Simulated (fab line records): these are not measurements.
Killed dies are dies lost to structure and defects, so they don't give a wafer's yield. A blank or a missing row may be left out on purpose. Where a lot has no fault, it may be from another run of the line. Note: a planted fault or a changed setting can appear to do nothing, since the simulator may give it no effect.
What tool caused it?    flow nand harc    24 lots with 72 wafers sampled at 6 steps, on a route of 1159 steps

WHAT THE GAUGES SHOWED, per wafer
NHARC_HYBRID_BOND_INSPECT_06: inspects for defects (ir void).
lot   measured      on                 raw defect count
L075  day 18 13:52  defect inspect-01  29 38 42
L076  day 18 13:50  defect inspect-02  27 29 23
L074  day 18 20:04  defect inspect-01  18 7 15
L079  day 18 20:04  defect inspect-02  22 29 16
L078  day 19 02:49  defect inspect-01  21 24 34
L080  day 19 09:39  defect inspect-02  30 37 33
L077  day 19 09:40  defect inspect-01  13 18 14
L081  day 20 01:02  defect inspect-02  37 32 28
L082  day 20 13:36  defect inspect-02  31 53 46
L083  day 20 13:36  defect inspect-01  32 20 21
L084  day 20 23:59  defect inspect-01  42 36 33
L085  day 21 17:17  defect inspect-01  28 20 29
L086  day 21 17:17  defect inspect-02  23 23 18
L087  day 21 21:40  defect inspect-02  38 34 40
L091  day 22 16:44  defect inspect-02  42 41 39
L090  day 22 16:45  defect inspect-02  35 31 31
L089  day 22 16:44  defect inspect-01  34 45 37
L088  day 22 16:46  defect inspect-01  17 17 21
L093  day 22 16:47  defect inspect-02  61 51 48
L092  day 23 09:16  defect inspect-01  26 29 38
L094  day 23 09:16  defect inspect-02  26 20 21
L096  day 23 09:17  defect inspect-01  49 63 40
L095  day 23 09:18  defect inspect-02  44 46 35
L097  day 24 09:24  defect inspect-02  38 41 46

TOOL THAT RAN EACH LOT (tool first, then ch and the chambers of the sampled wafers, then the start)
lot   NHARC_A_CONTACT_ETCH_134              NHARC_A_M0_DEGAS_28           NHARC_A_M0_ANNEAL_30              NHARC_A_BONDPAD_CMP_29         NHARC_A_BONDPAD_PRE_CLEAN_26
L075  har cap etch-03 ch 0,1, day 17 01:55  pvd sputter-01, day 17 19:24  rtp anneal-01 ch 0, day 17 20:14  cmp-04 ch 0,1,2, day 18 02:18  pvd sputter-03, day 18 13:52 or earlier
L076  har cap etch-01 ch 0,1, day 17 01:58  pvd sputter-03, day 17 18:53  rtp anneal-02 ch 0, day 17 19:45  cmp-03 ch 0,1,3, day 18 01:59  pvd sputter-02, day 18 13:50 or earlier
L074  har cap etch-02 ch 0,1, day 17 06:40  pvd sputter-01, day 17 22:11  rtp anneal-02 ch 0, day 17 22:59  cmp-04 ch 0,1,3, day 18 05:05  pvd sputter-03, day 18 20:04 or earlier
L079  har cap etch-01 ch 0,1, day 17 14:58  pvd sputter-02, day 18 00:44  rtp anneal-01 ch 0, day 18 01:37  cmp-01 ch 0,1, day 18 07:55    pvd sputter-02, day 18 20:04 or earlier
L078  har cap etch-02 ch 0,1, day 17 18:28  pvd sputter-01, day 18 04:01  rtp anneal-01 ch 0, day 18 04:52  cmp-01 ch 0,2,3, day 18 10:57  pvd sputter-03, day 19 02:49 or earlier
L080  har cap etch-01 ch 0,1, day 17 22:19  pvd sputter-03, day 18 11:44  rtp anneal-01 ch 0, day 18 12:28  cmp-01 ch 0,2,3, day 18 18:47  pvd sputter-02, day 19 09:39 or earlier
L077  har cap etch-03 ch 0,1, day 18 04:40  pvd sputter-03, day 18 16:20  rtp anneal-02 ch 0, day 18 17:11  cmp-04 ch 0,2,3, day 18 23:24  pvd sputter-02, day 19 09:40 or earlier
L081  har cap etch-01 ch 0,1, day 18 13:11  pvd sputter-01, day 19 02:02  rtp anneal-01 ch 0, day 19 02:47  cmp-04 ch 1,2, day 19 08:57    pvd sputter-02, day 20 01:02 or earlier
L082  har cap etch-03 ch 0, day 19 02:07    pvd sputter-01, day 19 15:56  rtp anneal-02 ch 0, day 19 16:55  cmp-03 ch 0,1,3, day 19 23:02  pvd sputter-02, day 20 13:36 or earlier
L083  har cap etch-02 ch 0,1, day 19 02:20  pvd sputter-01, day 19 16:46  rtp anneal-02 ch 0, day 19 18:17  cmp-04 ch 0,2,3, day 20 00:49  pvd sputter-02, day 20 13:36 or earlier
L084  har cap etch-03 ch 0,1, day 19 11:32  pvd sputter-01, day 20 01:44  rtp anneal-02 ch 0, day 20 02:27  cmp-01 ch 0,1, day 20 08:41    pvd sputter-01, day 20 23:59 or earlier
L085  har cap etch-02 ch 0,1, day 20 05:17  pvd sputter-03, day 20 17:00  rtp anneal-02 ch 0, day 20 17:44  cmp-03 ch 0,2,3, day 21 00:34  pvd sputter-03, day 21 17:17 or earlier
L086  har cap etch-03 ch 0,1, day 20 06:00  pvd sputter-01, day 20 17:44  rtp anneal-02 ch 0, day 20 18:31  cmp-04 ch 0,2,3, day 21 00:52  pvd sputter-01, day 21 17:17 or earlier
L087  har cap etch-03 ch 0,1, day 20 12:31  pvd sputter-01, day 21 01:09  rtp anneal-02 ch 0, day 21 01:57  cmp-04 ch 0,1,2, day 21 08:07  pvd sputter-01, day 21 21:40 or earlier
L091  har cap etch-01 ch 0,1, day 21 01:04  pvd sputter-01, day 21 15:10  rtp anneal-02 ch 0, day 21 15:55  cmp-01 ch 1,2, day 21 22:20    pvd sputter-03, day 22 16:44 or earlier
L090  har cap etch-02 ch 0,1, day 21 02:28  pvd sputter-01, day 21 16:16  rtp anneal-02 ch 0, day 21 17:01  cmp-01 ch 0,1, day 21 23:29    pvd sputter-03, day 22 16:45 or earlier
L089  har cap etch-03 ch 0,1, day 21 05:04  pvd sputter-03, day 21 16:47  rtp anneal-01 ch 0, day 21 17:37  cmp-03 ch 0,3, day 21 23:45    pvd sputter-02, day 22 16:44 or earlier
L088  har cap etch-03 ch 0,1, day 21 09:28  pvd sputter-02, day 21 19:37  rtp anneal-01 ch 0, day 21 20:34  cmp-01 ch 0,3, day 22 03:32    pvd sputter-01, day 22 16:46 or earlier
L093  har cap etch-03 ch 0,1, day 21 11:46  pvd sputter-03, day 21 21:22  rtp anneal-02 ch 0, day 21 22:10  cmp-04 ch 1,2,3, day 22 04:16  pvd sputter-03, day 22 16:47 or earlier
L092  har cap etch-03 ch 0,1, day 21 16:38  pvd sputter-03, day 22 11:49  rtp anneal-02 ch 0, day 22 12:45  cmp-03 ch 1,3, day 22 19:43    pvd sputter-02, day 23 09:16 or earlier
L094  har cap etch-02 ch 0, day 21 17:58    pvd sputter-02, day 22 12:08  rtp anneal-01 ch 0, day 22 12:58  cmp-04 ch 1,3, day 22 19:32    pvd sputter-01, day 23 09:16 or earlier
L096  har cap etch-03 ch 0,1, day 21 19:41  pvd sputter-03, day 22 12:24  rtp anneal-01 ch 0, day 22 13:17  cmp-01 ch 0,2,3, day 22 20:05  pvd sputter-03, day 23 09:17 or earlier
L095  har cap etch-01 ch 0,1, day 21 23:47  pvd sputter-03, day 22 15:34  rtp anneal-01 ch 0, day 22 16:25  cmp-01 ch 1,2, day 22 22:22    pvd sputter-01, day 23 09:18 or earlier
L097  har cap etch-01 ch 0, day 22 21:20    pvd sputter-03, day 23 15:02  rtp anneal-01 ch 0, day 23 15:49  cmp-01 ch 0,3, day 23 21:59    pvd sputter-03, day 24 09:24 or earlier
- NHARC_A_CONTACT_ETCH_134: etches the open film in C4F8/O2/Ar, time 140 s, target depth 700 nm.
- NHARC_A_M0_DEGAS_28: time 60 s.
- NHARC_A_M0_ANNEAL_30: time 90 s.
- NHARC_A_BONDPAD_CMP_29: polishes SiCN, target thk 200 nm.
- NHARC_A_BONDPAD_PRE_CLEAN_26: time 30 s.

WHAT THE TOOLS THEMSELVES READ (means of the sampled wafers that have a number; where no wafer has one, the mark that the record gives instead)
NHARC_A_M0_DEGAS_28.
lot   tool            heater power w (W)
L075  pvd sputter-01  340
L076  pvd sputter-03  352
L074  pvd sputter-01  317
L079  pvd sputter-02  307
L078  pvd sputter-01  315
L080  pvd sputter-03  347
L077  pvd sputter-03  330
L081  pvd sputter-01  330
L082  pvd sputter-01  318
L083  pvd sputter-01  329
L084  pvd sputter-01  332
L085  pvd sputter-03  362
L086  pvd sputter-01  356
L087  pvd sputter-01  362
L091  pvd sputter-01  333
L090  pvd sputter-01  305
L089  pvd sputter-03  316
L088  pvd sputter-02  311
L093  pvd sputter-03  396
L092  pvd sputter-03  327
L094  pvd sputter-02  308
L096  pvd sputter-03  327
L095  pvd sputter-03  370
L097  pvd sputter-03  337

NHARC_A_M0_ANNEAL_30.
lot   tool           wafer_temp_C_max
L075  rtp anneal-01  227.2
L076  rtp anneal-02  225.8
L074  rtp anneal-02  225.4
L079  rtp anneal-01  227.1
L078  rtp anneal-01  226.5
L080  rtp anneal-01  227.0
L077  rtp anneal-02  225.5
L081  rtp anneal-01  226.9
L082  rtp anneal-02  225.7
L083  rtp anneal-02  225.8
L084  rtp anneal-02  225.8
L085  rtp anneal-02  225.7
L086  rtp anneal-02  225.8
L087  rtp anneal-02  225.6
L091  rtp anneal-02  225.8
L090  rtp anneal-02  225.8
L089  rtp anneal-01  226.9
L088  rtp anneal-01  226.9
L093  rtp anneal-02  225.7
L092  rtp anneal-02  226.0
L094  rtp anneal-01  227.2
L096  rtp anneal-01  226.7
L095  rtp anneal-01  226.9
L097  rtp anneal-01  227.1

NHARC_A_BONDPAD_CMP_29.
lot   tool    motor current A (A)
L075  cmp-04  13.8
L076  cmp-03  13.5
L074  cmp-04  13.9
L079  cmp-01  13.0
L078  cmp-01  12.8
L080  cmp-01  13.0
L077  cmp-04  12.7
L081  cmp-04  13.1
L082  cmp-03  14.0
L083  cmp-04  12.7
L084  cmp-01  13.1
L085  cmp-03  13.4
L086  cmp-04  12.7
L087  cmp-04  13.7
L091  cmp-01  12.2
L090  cmp-01  12.8
L089  cmp-03  13.9
L088  cmp-01  13.4
L093  cmp-04  12.2
L092  cmp-03  13.4
L094  cmp-04  14.3
L096  cmp-01  12.7
L095  cmp-01  12.5
L097  cmp-01  13.3

NHARC_A_BONDPAD_PRE_CLEAN_26.
lot   tool            heater power w (W)
L075  pvd sputter-03  396
L076  pvd sputter-02  388
L074  pvd sputter-03  473
L079  pvd sputter-02  406
L078  pvd sputter-03  439
L080  pvd sputter-02  394
L077  pvd sputter-02  382
L081  pvd sputter-02  388
L082  pvd sputter-02  382
L083  pvd sputter-02  392
L084  pvd sputter-01  392
L085  pvd sputter-03  434
L086  pvd sputter-01  404
L087  pvd sputter-01  390
L091  pvd sputter-03  422
L090  pvd sputter-03  399
L089  pvd sputter-02  368
L088  pvd sputter-01  424
L093  pvd sputter-03  420
L092  pvd sputter-02  393
L094  pvd sputter-01  392
L096  pvd sputter-03  455
L095  pvd sputter-01  399
L097  pvd sputter-03  409

THE ANSWER, worked out from the rows above alone
Rule: the lots themselves supply what counts as usual. The widest of any qualifying gaps counts: lots, ordered by their means at a reading, are off when they make up no more than a third of the lots, leave a main group of 4 or more, and stand apart from it by 3 or more times the standard deviation of that group's means. If all means in a main group match to the digits the tables above print for the reading, that group is not used. A lot without any number at a reading at which 4 lots or more have one is off too. Where the step has rows for the other lots, those lots are counted as sound. First the gauges in route order, then the tools' own readings, where a lot's mean is used as printed above. At the first step where some lot is off, the reading lying furthest off is the one used; lots without a number count as furthest.
No lot is off on any of the readings shown, so nothing can be concluded from this.

WHAT WAS PUT IN BY THE SIMULATOR
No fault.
